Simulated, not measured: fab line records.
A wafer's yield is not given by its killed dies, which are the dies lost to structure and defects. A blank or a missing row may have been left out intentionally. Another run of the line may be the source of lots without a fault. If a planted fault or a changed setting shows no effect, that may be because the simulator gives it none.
fab line records	flow n5_finfet
record: lots: 24	wafers: 72	last_day: 17
route steps=1938 shown BEOL_M11@1540 BEOL_M12@1619 BEOL_M13@1671
lots untouched by any fault: they come from a run of this same line in which no faults occurred
start_h: hours from the record's first day to the start of the lot's first wafer shown	wait_h: how many hours have passed since the lot's step before this one	" repeats the value in the row above	L1.1+2: several wafers, shown together as one row	- either no value or no given start	* or withheld: withheld	< > ~ a bound
route shown NAME@n: NAME is a module with steps in the file, n the number in the route of the first one	usual: mean/standard deviation taken from wafers without a fault	same: alike in all rows	chamber/n: place in a boat	sites: each site's reading	_std_site: how widely they spread, as a standard deviation	_edge_site: inner sites' mean taken away from outer sites' mean	radius_mm: for every site, how far away it sits from the centre of the wafer	mask NAME#n: copy n	behind: the last tool/chamber to shape the wafer	hold: why the lot was held/for how many hours/how that ended	device: names the non-switching transistor (n, p or np)	end of line: at the end of the route, the tests of the same wafers	a step with no rows: only its recipe	killed: dies lost to structure and defects at the first sort, not the wafer's yield	map: a wafer's dies, marking killed ones x, the rest . and places with no die _
set.NAME: setting as actually run; set.NAME@STEP: the setting as run at that earlier step	model.NAME: the simulator's own value behind a step, which no gauge read
the route's steps for a sample of lots (tables are steps, rows are wafers)
services: a tool's chamber out of use, with start hour (start_h, from the record's first day; less than 0 if before it), hours out, and reason
== steps ==
step: N5_BEOL_M11_HM_DEP_02
recipe: material: TiN	target_thk_a: 200	temp_c: 25	chamber_pressure_pa: 0.49996
usual: throttle_valve_pct: 30.2/0.9
lot.wafer	tool	chamber	start_h	wait_h	throttle_valve_pct
L075.2	pvd_sputter-01	-	225.70	1.1	30.6
L075.3	"	-	"	"	31.9
L075.6	"	-	"	"	30.6
L074.1	pvd_sputter-01	-	234.41	2.3	31.9
L074.2	"	-	"	"	31.0
L074.6	"	-	"	"	30.5
L076.1	pvd_sputter-01	-	234.71	0.6	30.5
L076.3	"	-	"	"	31.8
L076.4	"	-	"	"	31.1
L078.1	pvd_sputter-03	-	255.73	0.6	30.2
L078.2	"	-	"	"	31.6
L078.5	"	-	"	"	30.2
L077.2	pvd_sputter-03	-	258.91	2.3	29.9
L077.3	"	-	"	"	31.5
L077.6	"	-	"	"	29.6
L080.1	pvd_sputter-03	-	259.11	0.8	30.0
L080.2	"	-	"	"	31.7
L080.6	"	-	"	"	30.5
L079.1	pvd_sputter-02	-	262.33	0.1	30.1
L079.5	"	-	"	"	29.0
L079.6	"	-	"	"	29.3
L081.3	pvd_sputter-02	-	266.29	0.3	29.2
L081.4	"	-	"	"	29.3
L081.5	"	-	"	"	28.5
L082.1	pvd_sputter-03	-	279.61	1.2	31.6
L082.3	"	-	"	"	29.1
L082.4	"	-	"	"	30.1
L083.4	pvd_sputter-02	-	292.62	1.0	29.4
L083.5	"	-	"	"	29.3
L083.6	"	-	"	"	29.4
L085.1	pvd_sputter-02	-	292.84	0.7	29.6
L085.3	"	-	"	"	30.5
L085.6	"	-	"	"	29.3
L084.2	pvd_sputter-02	-	293.10	0.7	30.1
L084.4	"	-	"	"	29.5
L084.5	"	-	"	"	29.4
L086.2	pvd_sputter-01	-	295.24	1.5	31.8
L086.4	"	-	"	"	30.6
L086.6	"	-	"	"	29.4
L087.1	pvd_sputter-01	-	299.75	1.1	30.5
L087.3	"	-	"	"	31.9
L087.6	"	-	"	"	31.9
L088.1	pvd_sputter-02	-	304.47	0.1	30.2
L088.5	"	-	"	"	29.4
L088.6	"	-	"	"	30.1
L091.1	pvd_sputter-03	-	328.78	0.6	30.1
L091.2	"	-	"	"	30.5
L091.4	"	-	"	"	29.2
L089.3	pvd_sputter-01	-	332.45	1.1	30.6
L089.4	"	-	"	"	30.9
L089.5	"	-	"	"	31.0
L090.2	pvd_sputter-01	-	332.77	1.1	29.5
L090.5	"	-	"	"	29.6
L090.6	"	-	"	"	30.4
L093.3	pvd_sputter-03	-	336.54	0.8	31.8
L093.4	"	-	"	"	29.4
L093.5	"	-	"	"	30.4
L092.2	pvd_sputter-02	-	340.62	1.6	30.2
L092.3	"	-	"	"	29.5
L092.4	"	-	"	"	29.2
L095.4	pvd_sputter-03	-	360.42	2.2	30.0
L095.5	"	-	"	"	30.2
L095.6	"	-	"	"	29.4
L094.2	pvd_sputter-03	-	360.52	2.2	31.7
L094.3	"	-	"	"	30.2
L094.5	"	-	"	"	30.5
L096.2	pvd_sputter-02	-	364.79	0.7	29.2
L096.3	"	-	"	"	29.7
L096.6	"	-	"	"	29.5
L097.1	pvd_sputter-03	-	367.75	1.5	29.5
L097.3	"	-	"	"	30.2
L097.4	"	-	"	"	31.5
step: N5_BEOL_M11_ETCH_65
recipe: chemistry: CF4	target: SiARC	target_depth_a: 390	mask_material: CAR-ArF	time_s: 65	ion_energy_ev: 80	pressure_mtorr: 40	source_w: 545	bias_w: 36	Ar_flow_sccm: 100	cf4_flow_sccm: 100	ends: cleared
usual: chamber_pressure_mTorr: 40.00/0.037	drypump_motor_current_A: 5.8/0.52	etch_rf_on_time_s: 64.7/1.6	oes_product_au: 0.68/0.063	rf_fwd_power_W: 537.9/2.5	rf_vpp_V: 184.1/1.1	showerhead_plenum_p_Torr: 2.14/0.059	throttle_valve_pct: 15.59/0.29
lot.wafer	tool	chamber	start_h	wait_h	chamber_pressure_mTorr	drypump_motor_current_A	etch_rf_on_time_s	oes_product_au	rf_fwd_power_W	rf_hours_counter_h	rf_vpp_V	showerhead_plenum_p_Torr	throttle_valve_pct
L075.2	rie_diel-01	1	227.57	0.0	39.99	5.5	63.3	0.73	536.7	83	184.9	2.16	15.15
L075.3	"	0	"	"	40.05	6.7	66.0	0.71	537.5	69	184.8	2.24	15.46
L075.6	"	2	"	"	40.05	5.3	65.5	0.76	538.7	-	183.1	2.09	15.44
L074.1	rie_diel-01	0	238.29	0.0	40.03	6.7	66.6	0.70	534.7	72	185.3	2.24	15.46
L074.2	"	3	"	"	40.01	5.2	60.7	0.73	540.1	65	185.6	2.16	15.69
L074.6	"	2	"	"	39.92	5.3	65.6	0.75	541.4	-	186.3	2.09	15.44
L076.1	rie_diel-01	2	238.75	0.0	39.94	5.3	66.0	0.76	536.8	30	181.9	2.09	15.45
L076.3	"	0	"	"	39.94	6.7	66.8	0.70	535.5	72	185.3	2.24	15.47
L076.4	"	1	"	"	39.97	5.5	62.5	0.72	536.3	87	183.6	2.16	15.18
L078.1	rie_diel-04	2	258.28	0.0	39.98	6.5	65.8	0.62	541.5	163	181.8	2.07	16.02
L078.2	"	1	"	"	40.02	5.6	65.7	0.64	541.3	140	184.2	2.14	15.61
L078.5	"	3	"	"	39.97	5.4	63.3	0.81	534.1	-	184.3	2.19	15.13
L077.2	rie_diel-04	3	260.41	0.0	39.97	5.4	62.8	0.82	533.2	10	184.8	2.19	15.13
L077.3	"	2	"	"	39.97	6.4	65.5	0.62	537.9	163	182.5	2.07	15.99
L077.6	"	1	"	"	39.97	5.6	65.1	0.64	540.3	-	183.8	2.14	15.58
L080.1	rie_diel-05	1	260.79	0.0	39.96	5.8	66.4	0.62	538.7	175	183.3	2.04	15.83
L080.2	"	3	"	"	40.01	6.2	64.5	0.67	535.2	120	183.2	2.17	16.03
L080.6	"	3	"	"	40.04	6.3	64.0	0.67	537.6	-	183.3	2.17	16.02
L079.1	rie_diel-01	3	264.16	0.0	39.98	5.2	60.7	0.72	541.7	72	183.1	2.16	15.71
L079.5	"	1	"	"	40.00	5.5	62.8	0.72	535.1	-	183.4	2.16	15.20
L079.6	"	2	"	"	40.01	5.3	66.2	0.75	538.7	-	183.2	2.09	15.47
L081.3	rie_diel-05	2	267.88	0.0	40.03	5.2	65.2	0.62	536.9	197	184.6	2.13	15.53
L081.4	"	0	"	"	39.99	5.7	65.5	0.65	537.4	128	183.9	2.25	15.45
L081.5	"	3	"	"	40.05	6.3	64.4	0.67	536.0	-	183.5	2.16	16.04
L082.1	rie_diel-05	1	281.98	0.0	39.99	5.8	67.5	0.61	541.1	182	183.5	2.04	15.84
L082.3	"	0	"	"	40.03	5.7	65.2	0.64	539.7	133	185.0	2.25	15.47
L082.4	"	2	"	"	39.98	5.2	64.9	0.61	539.6	201	183.5	2.13	15.55
L084.2	rie_diel-04	1	294.72	0.0	40.06	5.6	65.6	0.62	538.7	153	183.3	2.14	15.62
L084.4	"	3	"	"	40.08	5.4	63.4	0.78	533.0	21	185.2	2.19	15.14
L084.5	"	2	"	"	40.03	6.5	65.6	0.61	538.1	-	182.5	2.06	16.02
L085.1	rie_diel-05	1	295.05	0.0	40.05	5.8	66.4	0.61	540.9	186	183.5	2.04	15.85
L085.3	"	3	"	"	40.00	6.3	64.6	0.67	536.3	132	185.0	2.16	16.06
L085.6	"	0	"	"	40.03	5.7	65.4	0.64	536.3	-	185.8	2.25	15.46
L083.4	rie_diel-04	1	295.18	0.0	39.98	5.6	65.8	0.63	540.0	153	184.1	2.14	15.61
L083.5	"	2	"	"	40.02	6.4	65.6	0.61	537.3	-	183.8	2.06	16.02
L083.6	"	3	"	"	40.04	5.4	63.2	0.78	534.7	-	185.5	2.19	15.15
L086.2	rie_diel-05	0	299.18	0.0	39.97	5.7	65.3	0.64	538.7	139	184.8	2.24	15.47
L086.4	"	2	"	"	40.02	5.2	64.2	0.61	538.2	206	183.6	2.13	15.55
L086.6	"	1	"	"	40.02	5.8	67.3	0.61	541.0	-	183.1	2.04	15.86
L087.1	rie_diel-04	1	301.21	0.0	40.01	5.6	65.0	0.63	538.0	155	184.2	2.14	15.60
L087.3	"	3	"	"	39.98	5.4	62.4	0.78	530.8	23	185.0	2.19	15.16
L087.6	"	2	"	"	40.00	6.5	64.7	0.61	541.5	-	183.4	2.06	16.03
L088.1	rie_diel-04	2	308.34	0.0	40.00	6.5	65.4	0.61	538.5	180	183.9	2.06	16.04
L088.5	"	0	"	"	40.03	6.5	65.2	0.80	542.9	-	184.4	2.18	15.40
L088.6	"	1	"	"	40.00	5.6	65.3	0.62	538.3	-	183.4	2.14	15.63
L091.1	rie_diel-04	1	331.69	0.0	39.99	5.6	65.6	0.62	537.3	165	184.4	2.14	15.62
L091.2	"	2	"	"	39.95	6.5	65.4	0.60	539.6	187	182.0	2.06	16.06
L091.4	"	0	"	"	40.06	6.5	65.4	0.78	539.5	20	184.0	2.18	15.42
L089.3	rie_diel-01	2	334.36	0.0	39.93	5.3	65.8	0.72	538.0	60	184.0	2.08	15.52
L089.4	"	0	"	"	40.02	6.7	65.7	0.69	535.6	100	184.6	2.23	15.53
L089.5	"	1	"	"	40.02	5.5	63.5	0.71	534.1	-	184.3	2.15	15.23
L090.2	rie_diel-05	3	335.91	0.0	39.96	6.3	64.9	0.65	536.5	146	185.0	2.16	16.11
L090.5	"	2	"	"	39.95	5.2	64.5	0.61	537.0	-	183.5	2.13	15.57
L090.6	"	1	"	"	40.03	5.8	67.0	0.60	540.5	-	184.0	2.03	15.89
L093.3	rie_diel-01	2	339.99	0.0	39.99	5.3	66.4	0.71	538.6	61	183.0	2.08	15.51
L093.4	"	3	"	"	39.91	5.2	61.0	0.69	539.5	96	184.8	2.15	15.75
L093.5	"	2	"	"	39.92	5.3	66.1	0.72	536.0	-	184.6	2.08	15.52
L092.2	rie_diel-05	1	344.99	0.0	40.08	5.7	66.2	0.60	540.0	204	184.5	2.03	15.89
L092.3	"	3	"	"	40.01	6.3	63.9	0.65	537.7	149	185.1	2.16	16.10
L092.4	"	3	"	"	39.98	6.3	63.9	0.65	536.7	-	183.9	2.15	16.10
L095.4	rie_diel-04	2	362.82	0.0	39.94	6.4	64.8	0.60	540.6	198	182.9	2.05	16.09
L095.5	"	2	"	"	40.07	6.5	64.8	0.59	540.7	-	183.0	2.05	16.07
L095.6	"	1	"	"	40.02	5.6	65.4	0.61	541.8	-	183.6	2.13	15.65
L094.2	rie_diel-01	1	363.46	0.0	39.98	5.5	63.7	0.70	536.5	120	185.1	2.15	15.23
L094.3	"	2	"	"	39.96	5.4	65.4	0.72	539.2	67	184.1	2.08	15.52
L094.5	"	2	"	"	39.97	5.3	66.2	0.71	540.0	-	182.8	2.08	15.55
L096.2	rie_diel-01	1	367.38	0.0	40.00	5.5	63.9	0.69	536.4	120	184.5	2.15	15.24
L096.3	"	3	"	"	39.95	5.2	61.5	0.69	538.1	103	183.1	2.15	15.77
L096.6	"	3	"	"	39.98	5.2	61.9	0.69	538.8	-	183.0	2.15	15.76
L097.1	rie_diel-01	2	369.78	0.0	39.98	5.4	65.5	0.71	538.2	69	184.4	2.08	15.54
L097.3	"	3	"	"	40.05	5.2	61.1	0.68	541.3	104	184.2	2.15	15.77
L097.4	"	0	"	"	40.02	6.7	65.6	0.67	538.3	109	186.3	2.23	15.55
step: N5_BEOL_M11_ALD_74
recipe: material: TaN	target_thk_a: 20	temp_c: 275	ald_precursor_family: PDMAT	ald_co_reactant: NH3	pressure_torr: 3	carrier_flow_sccm: 1500	pulse_time_s: 2	purge_time_s: 3	co_reactant_purge_time_s: 2	co_reactant_pulse_time_s: 3	ald_cycles: 40	precursor_vessel_temp_c: 75	precursor_vessel_pressure_torr: 26.25	precursor_vessel_carrier_sccm: 1000
usual: heater_power_w: 409/48
same: pulse_time_s: 2
lot.wafer	tool	chamber	start_h	wait_h	heater_power_w
L075.2	ald_metal-01	3	229.36	0.0	378
L075.3	"	2	"	"	381
L075.6	"	1	"	"	538
L074.1	ald_metal-02	3	240.95	0.0	383
L074.2	"	0	"	"	455
L074.6	"	0	"	"	455
L076.1	ald_metal-01	0	241.16	0.0	387
L076.3	"	3	"	"	392
L076.4	"	2	"	"	387
L078.1	ald_metal-04	2	259.50	0.0	362
L078.2	"	1	"	"	367
L078.5	"	1	"	"	378
L077.2	ald_metal-02	1	261.67	0.0	385
L077.3	"	0	"	"	446
L077.6	"	3	"	"	366
L080.1	ald_metal-04	3	262.01	0.1	455
L080.2	"	2	"	"	355
L080.6	"	1	"	"	372
L079.1	ald_metal-04	2	265.66	0.1	367
L079.5	"	1	"	"	366
L079.6	"	2	"	"	366
L081.3	ald_metal-04	1	269.20	0.0	375
L081.4	"	0	"	"	505
L081.5	"	1	"	"	372
L082.1	ald_metal-04	2	283.43	0.1	362
L082.3	"	0	"	"	498
L082.4	"	1	"	"	376
L084.2	ald_metal-02	3	296.34	0.0	376
L084.4	"	1	"	"	382
L084.5	"	1	"	"	375
L085.1	ald_metal-01	0	296.54	0.1	383
L085.3	"	1	"	"	544
L085.6	"	3	"	"	400
L083.4	ald_metal-04	3	296.60	0.0	456
L083.5	"	2	"	"	355
L083.6	"	1	"	"	372
L086.2	ald_metal-02	3	300.47	0.0	374
L086.4	"	2	"	"	417
L086.6	"	0	"	"	438
L087.1	ald_metal-02	0	303.59	0.0	448
L087.3	"	2	"	"	408
L087.6	"	1	"	"	390
L088.1	ald_metal-02	2	309.74	0.0	410
L088.5	"	1	"	"	387
L088.6	"	2	"	"	412
L091.1	ald_metal-02	0	333.06	0.1	449
L091.2	"	3	"	"	380
L091.4	"	1	"	"	387
L089.3	ald_metal-02	2	336.66	0.2	420
L089.4	"	3	"	"	361
L089.5	"	0	"	"	443
L090.2	ald_metal-02	2	337.16	0.1	412
L090.5	"	0	"	"	449
L090.6	"	3	"	"	386
L093.3	ald_metal-04	1	341.61	0.0	372
L093.4	"	2	"	"	364
L093.5	"	2	"	"	352
L092.2	ald_metal-04	1	346.77	0.1	375
L092.3	"	0	"	"	499
L092.4	"	2	"	"	359
L095.4	ald_metal-04	0	363.99	0.0	514
L095.5	"	2	"	"	362
L095.6	"	3	"	"	466
L094.2	ald_metal-01	3	364.81	0.0	337
L094.3	"	1	"	"	457
L094.5	"	0	"	"	375
L096.2	ald_metal-02	2	368.85	0.0	394
L096.3	"	1	"	"	393
L096.6	"	2	"	"	403
L097.1	ald_metal-01	1	371.01	0.0	463
L097.3	"	2	"	"	385
L097.4	"	0	"	"	359
step: N5_BEOL_M11_SURFACE_TREAT_76
recipe: gas: Ar	time_s: *	ion_energy_ev: *	ion_current_ma_cm2: 0.5	pressure_mtorr: *	ar_flow_sccm: 30
usual: throttle_valve_pct: *
lot.wafer	tool	chamber	start_h	wait_h	throttle_valve_pct
L075.2	pvd_sputter-03	-	229.65	0.2	*
L075.3	"	-	"	"	*
L075.6	"	-	"	"	*
L074.1	pvd_sputter-02	-	241.26	0.2	*
L074.2	"	-	"	"	*
L074.6	"	-	"	"	*
L076.1	pvd_sputter-01	-	241.53	0.2	*
L076.3	"	-	"	"	*
L076.4	"	-	"	"	*
L078.1	pvd_sputter-02	-	259.97	0.3	*
L078.2	"	-	"	"	*
L078.5	"	-	"	"	*
L077.2	pvd_sputter-01	-	261.96	0.2	*
L077.3	"	-	"	"	*
L077.6	"	-	"	"	*
L080.1	pvd_sputter-03	-	262.32	0.2	*
L080.2	"	-	"	"	*
L080.6	"	-	"	"	*
L079.1	pvd_sputter-03	-	265.98	0.2	*
L079.5	"	-	"	"	*
L079.6	"	-	"	"	*
L081.3	pvd_sputter-02	-	269.52	0.2	*
L081.4	"	-	"	"	*
L081.5	"	-	"	"	*
L082.1	pvd_sputter-03	-	283.89	0.3	*
L082.3	"	-	"	"	*
L082.4	"	-	"	"	*
L084.2	pvd_sputter-02	-	296.68	0.2	*
L084.4	"	-	"	"	*
L084.5	"	-	"	"	*
L085.1	pvd_sputter-01	-	296.83	0.2	*
L085.3	"	-	"	"	*
L085.6	"	-	"	"	*
L083.4	pvd_sputter-03	-	296.88	0.2	*
L083.5	"	-	"	"	*
L083.6	"	-	"	"	*
L086.2	pvd_sputter-01	-	300.77	0.2	*
L086.4	"	-	"	"	*
L086.6	"	-	"	"	*
L087.1	pvd_sputter-03	-	303.88	0.2	*
L087.3	"	-	"	"	*
L087.6	"	-	"	"	*
L088.1	pvd_sputter-03	-	310.04	0.2	*
L088.5	"	-	"	"	*
L088.6	"	-	"	"	*
L091.1	pvd_sputter-01	-	333.35	0.2	*
L091.2	"	-	"	"	*
L091.4	"	-	"	"	*
L089.3	pvd_sputter-02	-	336.98	0.2	*
L089.4	"	-	"	"	*
L089.5	"	-	"	"	*
L090.2	pvd_sputter-02	-	337.52	0.2	*
L090.5	"	-	"	"	*
L090.6	"	-	"	"	*
L093.3	pvd_sputter-03	-	341.90	0.2	*
L093.4	"	-	"	"	*
L093.5	"	-	"	"	*
L092.2	pvd_sputter-03	-	347.13	0.2	*
L092.3	"	-	"	"	*
L092.4	"	-	"	"	*
L095.4	pvd_sputter-02	-	364.37	0.2	*
L095.5	"	-	"	"	*
L095.6	"	-	"	"	*
L094.2	pvd_sputter-01	-	365.29	0.4	*
L094.3	"	-	"	"	*
L094.5	"	-	"	"	*
L096.2	pvd_sputter-02	-	369.19	0.2	*
L096.3	"	-	"	"	*
L096.6	"	-	"	"	*
L097.1	pvd_sputter-03	-	371.29	0.2	*
L097.3	"	-	"	"	*
L097.4	"	-	"	"	*
step: N5_BEOL_M12_STRIP_64
recipe: chemistry: N2/H2	power_w: 1000	temp_c: 250	h2_frac: 0.65	overash_fraction: 0.3	pressure_mtorr: withheld	n2_flow_sccm: 1750	h2_flow_sccm: 3250
usual: drypump_motor_current_A: 5.68/0.3	heater_power_w: 334/35	oes_product_au: 0.716/0.004	strip_time_to_endpoint_s: 31.30/0.075
lot.wafer	tool	chamber	start_h	wait_h	drypump_motor_current_A	heater_power_w	oes_product_au	rf_hours_counter_h	strip_time_to_endpoint_s
L075.2	plasma_asher-01	1	231.89	0.0	5.35	354	0.719	110	31.47
L075.3	"	0	"	"	5.29	375	0.712	-	31.47
L075.6	"	0	"	"	5.26	381	0.708	-	31.53
L074.1	plasma_asher-02	1	243.34	0.0	5.79	348	0.720	72	31.40
L074.2	"	0	"	"	6.04	282	0.718	72	31.36
L074.6	"	1	"	"	5.77	348	0.714	-	31.36
L076.1	plasma_asher-01	1	243.77	0.0	5.37	357	0.715	112	31.36
L076.3	"	1	"	"	5.35	358	0.716	-	31.32
L076.4	"	0	"	"	5.27	376	0.712	-	31.24
L078.1	plasma_asher-02	0	262.50	0.0	6.00	283	0.719	76	31.21
L078.2	"	1	"	"	5.79	346	0.714	76	31.26
L078.5	"	0	"	"	6.03	286	0.718	-	31.22
L077.2	plasma_asher-01	0	264.51	0.0	5.27	382	0.717	115	31.31
L077.3	"	1	"	"	5.37	354	0.721	-	31.22
L077.6	"	1	"	"	5.38	348	0.714	-	31.30
L080.1	plasma_asher-01	0	264.83	0.0	5.28	381	0.714	116	31.31
L080.2	"	1	"	"	5.35	354	0.714	116	31.27
L080.6	"	0	"	"	5.28	368	0.711	-	31.31
L079.1	plasma_asher-02	1	268.57	0.0	5.77	345	0.714	78	31.39
L079.5	"	1	"	"	5.78	356	0.710	-	31.36
L079.6	"	0	"	"	6.01	287	0.715	-	31.28
L081.3	plasma_asher-02	0	271.64	0.0	6.00	282	0.714	-	31.27
L081.4	"	1	"	"	5.76	340	0.717	-	31.35
L081.5	"	1	"	"	5.75	340	0.714	-	31.38
L082.1	plasma_asher-02	0	286.56	0.0	6.00	284	0.717	81	31.32
L082.3	"	0	"	"	6.00	272	0.715	-	31.31
L082.4	"	1	"	"	5.78	355	0.715	-	31.28
L084.2	plasma_asher-02	1	298.97	0.0	5.78	352	0.711	83	31.28
L084.4	"	1	"	"	5.78	344	0.724	-	31.31
L084.5	"	0	"	"	5.99	277	0.713	-	31.26
L085.1	plasma_asher-01	1	299.24	0.0	5.38	346	0.717	122	31.24
L085.3	"	1	"	"	5.37	352	0.710	-	31.27
L085.6	"	0	"	"	5.27	380	0.718	-	31.19
L083.4	plasma_asher-02	1	299.59	0.0	5.79	341	0.716	-	31.28
L083.5	"	0	"	"	5.99	287	0.709	-	31.25
L083.6	"	1	"	"	5.78	352	0.713	-	31.27
L086.2	plasma_asher-02	1	303.37	0.0	5.77	344	0.712	84	31.38
L086.4	"	1	"	"	5.77	348	0.703	-	31.29
L086.6	"	0	"	"	6.02	280	0.714	-	31.34
L087.1	plasma_asher-01	1	306.01	0.0	5.35	358	0.715	124	31.33
L087.3	"	1	"	"	5.37	354	0.720	-	31.23
L087.6	"	1	"	"	5.34	355	0.719	-	31.29
L088.1	plasma_asher-02	1	312.89	0.0	5.77	341	0.718	87	31.26
L088.5	"	0	"	"	6.00	282	0.720	-	31.33
L088.6	"	1	"	"	5.76	353	0.715	-	31.21
L091.1	plasma_asher-02	0	336.29	0.0	6.00	276	0.710	92	31.48
L091.2	"	1	"	"	5.78	348	0.711	92	31.40
L091.4	"	1	"	"	5.78	350	0.718	-	31.44
L089.3	plasma_asher-01	1	339.41	0.0	5.33	356	0.710	-	31.22
L089.4	"	0	"	"	5.30	375	0.711	-	31.15
L089.5	"	0	"	"	5.28	374	0.717	-	31.20
L090.2	plasma_asher-02	1	342.52	0.0	5.78	345	0.714	93	31.32
L090.5	"	0	"	"	6.00	288	0.719	-	31.31
L090.6	"	1	"	"	5.76	349	0.722	-	31.31
L093.3	plasma_asher-02	1	344.25	0.0	5.78	349	0.719	-	31.33
L093.4	"	0	"	"	6.01	279	0.716	-	31.30
L093.5	"	0	"	"	6.01	286	0.716	-	31.30
L092.2	plasma_asher-02	0	350.88	0.0	6.02	294	0.714	95	31.42
L092.3	"	1	"	"	5.77	343	0.716	-	31.35
L092.4	"	0	"	"	6.02	290	0.719	-	31.33
L095.4	plasma_asher-02	0	367.13	0.0	6.01	285	0.720	-	31.26
L095.5	"	1	"	"	5.76	344	0.718	-	31.35
L095.6	"	0	"	"	6.03	283	0.715	-	31.30
L094.2	plasma_asher-01	0	367.48	0.0	5.26	374	0.720	135	31.19
L094.3	"	1	"	"	5.38	355	0.717	-	31.16
L094.5	"	1	"	"	5.38	357	0.714	-	31.19
L096.2	plasma_asher-01	0	372.53	0.0	5.27	371	0.721	136	31.36
L096.3	"	1	"	"	5.37	359	0.711	-	31.39
L096.6	"	0	"	"	5.28	374	0.711	-	31.40
L097.1	plasma_asher-02	0	374.05	0.0	6.03	281	0.713	99	31.30
L097.3	"	0	"	"	6.02	288	0.722	-	31.34
L097.4	"	1	"	"	5.79	354	0.723	-	31.24
step: N5_BEOL_M13_INSPECT_12
recipe: mode: adi	inspect_instrument: macro
usual: raw_defect_count: 2.0/1.5
lot.wafer	tool	chamber	start_h	wait_h	raw_defect_count
L075.2	defect_inspect-02	-	237.75	0.0	2
L075.3	"	-	"	"	3
L075.6	"	-	"	"	2
L074.1	defect_inspect-01	-	249.11	0.0	1
L074.2	"	-	"	"	2
L074.6	"	-	"	"	2
L076.1	defect_inspect-02	-	253.35	0.0	2
L076.3	"	-	"	"	2
L076.4	"	-	"	"	1
L078.1	defect_inspect-01	-	268.61	0.0	2
L078.2	"	-	"	"	2
L078.5	"	-	"	"	0
L077.2	defect_inspect-02	-	269.08	0.0	2
L077.3	"	-	"	"	3
L077.6	"	-	"	"	3
L080.1	defect_inspect-02	-	269.21	0.0	1
L080.2	"	-	"	"	2
L080.6	"	-	"	"	1
L079.1	defect_inspect-02	-	274.54	0.0	1
L079.5	"	-	"	"	1
L079.6	"	-	"	"	1
L081.3	defect_inspect-01	-	275.33	0.0	0
L081.4	"	-	"	"	4
L081.5	"	-	"	"	3
L082.1	defect_inspect-02	-	291.70	0.0	1
L082.3	"	-	"	"	0
L082.4	"	-	"	"	4
L084.2	defect_inspect-01	-	303.66	0.0	3
L084.4	"	-	"	"	3
L084.5	"	-	"	"	2
L085.1	defect_inspect-01	-	305.09	0.0	5
L085.3	"	-	"	"	2
L085.6	"	-	"	"	3
L083.4	defect_inspect-02	-	306.10	0.0	1
L083.5	"	-	"	"	2
L083.6	"	-	"	"	2
L086.2	defect_inspect-02	-	312.16	0.0	2
L086.4	"	-	"	"	5
L086.6	"	-	"	"	2
L087.1	defect_inspect-01	-	314.46	0.0	2
L087.3	"	-	"	"	2
L087.6	"	-	"	"	1
L088.1	defect_inspect-02	-	320.73	0.0	4
L088.5	"	-	"	"	3
L088.6	"	-	"	"	3
L091.1	defect_inspect-02	-	343.42	0.0	0
L091.2	"	-	"	"	0
L091.4	"	-	"	"	2
L089.3	defect_inspect-01	-	343.64	0.0	6
L089.4	"	-	"	"	1
L089.5	"	-	"	"	1
L090.2	defect_inspect-01	-	347.08	0.0	3
L090.5	"	-	"	"	7
L090.6	"	-	"	"	3
L093.3	defect_inspect-01	-	350.62	0.0	2
L093.4	"	-	"	"	1
L093.5	"	-	"	"	3
L092.2	defect_inspect-02	-	356.37	0.0	6
L092.3	"	-	"	"	3
L092.4	"	-	"	"	0
L095.4	defect_inspect-02	-	371.98	0.0	2
L095.5	"	-	"	"	1
L095.6	"	-	"	"	2
L094.2	defect_inspect-01	-	372.26	0.0	4
L094.3	"	-	"	"	2
L094.5	"	-	"	"	0
L096.2	defect_inspect-02	-	380.21	0.0	2
L096.3	"	-	"	"	1
L096.6	"	-	"	"	6
L097.1	defect_inspect-01	-	381.25	0.0	3
L097.3	"	-	"	"	1
L097.4	"	-	"	"	0
== services ==
tool	chamber	start_h	hours	kind
rie_diel-04	3	202.30	-	clean
rie_diel-04	3	202.30	-	consumable_replace:focus_ring
rie_diel-04	3	202.30	28.8	scheduled_down
rie_diel-04	3	202.30	28.8	vent_cycle
ald_metal-04	3	204.08	28.1	repair
rie_diel-01	-	206.39	0.5	repair
rie_diel-04	0	239.05	-	clean
rie_diel-04	0	239.05	-	consumable_replace:focus_ring
rie_diel-04	0	239.05	24.7	scheduled_down
rie_diel-04	0	239.05	24.7	vent_cycle
ald_metal-04	0	250.53	14.7	repair
ald_metal-01	1	252.08	4.1	repair
pvd_sputter-01	-	265.60	4.9	repair
rie_diel-01	1	286.80	6.7	repair
rie_diel-05	0	300.39	21.1	repair
rie_diel-05	2	303.66	4.9	repair
pvd_sputter-02	-	306.05	1.9	repair
plasma_asher-01	-	309.25	10.4	repair
rie_diel-05	0	334.70	17.2	repair
ald_metal-01	-	337.25	14.0	pm
ald_metal-01	0	337.25	14.0	vent_cycle
ald_metal-01	1	337.25	14.0	vent_cycle
ald_metal-02	-	344.43	0.2	repair
pvd_sputter-03	-	352.94	1.0	repair
== key ==
fault none
